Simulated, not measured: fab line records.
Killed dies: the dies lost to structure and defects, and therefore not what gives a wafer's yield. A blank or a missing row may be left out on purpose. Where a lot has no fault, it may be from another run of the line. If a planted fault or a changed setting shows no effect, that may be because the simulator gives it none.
A lot that was struck, set against a sound lot + flow n5-finfet + 17 out of 1938 route steps
Sound: these wafers, L568.1, L568.2, L568.5. Wafers L581.2, L581.4, L581.6 were the ones struck. At the end, the cause is stated.
Per side, at each step with rows, come the tool, then ch with its chambers, and then its first start. Under that, the readings that differ: sound wafers + struck wafers + difference of the means + sigmas: that difference in standard deviations of wafers without a fault.
alike: readings with means less than 2 such deviations apart, plus words and numbers identical on both sides. not compared: withheld readings, readings lacking a value on some wafer, bounds such as >300 that could conceal the same value, and numbers that have no deviation in the record and whose values overlap.
Wherever a step has rows on one side only, a row that says differs or no value, or a row with sigmas, the two part there. Numbers that don't overlap but have no deviation are shown without sigmas and don't part them. A reading that every wafer of one side lacks parts them only if that side has two wafers or more.

first, 8 steps without rows for these wafers: N5_BEOL_M9_PRE_CLEAN_55 (time 15 s); N5_BEOL_M9_DEP_56 (deposits SiCN from 3MS/NH3, target thk 15 nm, time 26.5 s); N5_BEOL_M10_ILD_DEP_00 (deposits SiCOH lowk from DEMS/porogen, target thk 308.51 nm, time 58 s); N5_BEOL_M10_CURE_71 (cures SiCOH lowk, time 240 s); N5_BEOL_M10_PECVD_70 (deposits SiO2 from TEOS/O2, target thk 20 nm, time 22.7 s); N5_BEOL_M10_HM_DEP_02 (deposits TiN, target thk 20 nm); N5_BEOL_M10_COAT_59 (time 60 s, resist thk 100 nm); N5_BEOL_M10_COAT_60 (time 60 s, resist thk 30 nm).
N5_BEOL_M10_COAT_05: resist thk 90 nm.
  sound on litho-track-05 ch 0, day 10 09:06; struck on litho-track-05 ch 0, day 13 15:46
| reading                                       | sound                | struck               | difference | sigmas |
|-----------------------------------------------|----------------------|----------------------|------------|--------|
| spin-speed-rpm (rpm)                          | 1500.4 1498.8 1499.5 | 1572.6 1571.6 1570.8 | +72.1      | +78    |
| model.CAR-ArF_of_BEOL_M10_COAT_05.thk-nm (nm) | 90.2 90.2 90.2       | 87.8 87.6 87.8       | -2.5       |        |
then, 6 steps without rows for these wafers: N5_BEOL_M10_EBR_07; N5_BEOL_M10_SOFTBAKE_06 (time 60 s); N5_BEOL_M10_EXPOSE_08 (exposes mask M10); N5_BEOL_M10_PEB_09 (peb time 60 s); N5_BEOL_M10_DEVELOP_10 (develop time 30 s); N5_BEOL_M10_DESCUM_16 (chemistry O2, time 7.9 s).
N5_BEOL_M10_ETCH_61: etches SiARC in CF4, target depth 39 nm, time 65 s.
  sound on rie-diel-02 ch 0,1,3, day 10 09:35; struck on rie-diel-05 ch 0,2,3, day 13 16:08
| reading                                       | sound          | struck         | difference | sigmas |
|-----------------------------------------------|----------------|----------------|------------|--------|
| model.CAR-ArF_of_BEOL_M10_COAT_05.thk-nm (nm) | 55.8 55.8 55.8 | 53.4 53.2 53.2 | -2.5       |        |
  alike: drypump-motor-current-A, etch-rf-on-time-s, oes-product-au, rf-vpp-V, showerhead-plenum-p-Torr, throttle-valve-pct
  not compared: rf-hours-counter-h
then, 1 step without rows for these wafers: N5_BEOL_M10_ETCH_62 (etches SOC in N2/H2, target depth 110 nm, overetch 22 nm, time 165 s).

WHERE THEY PART
N5_BEOL_M10_COAT_05 only, going by this record. Later steps at which nothing parts them and some readings are alike: N5_BEOL_M10_ETCH_61.

WHY: what had been put in by the simulator
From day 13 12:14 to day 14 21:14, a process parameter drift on litho-track-05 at N5_BEOL_M10_COAT_05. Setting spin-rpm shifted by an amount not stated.
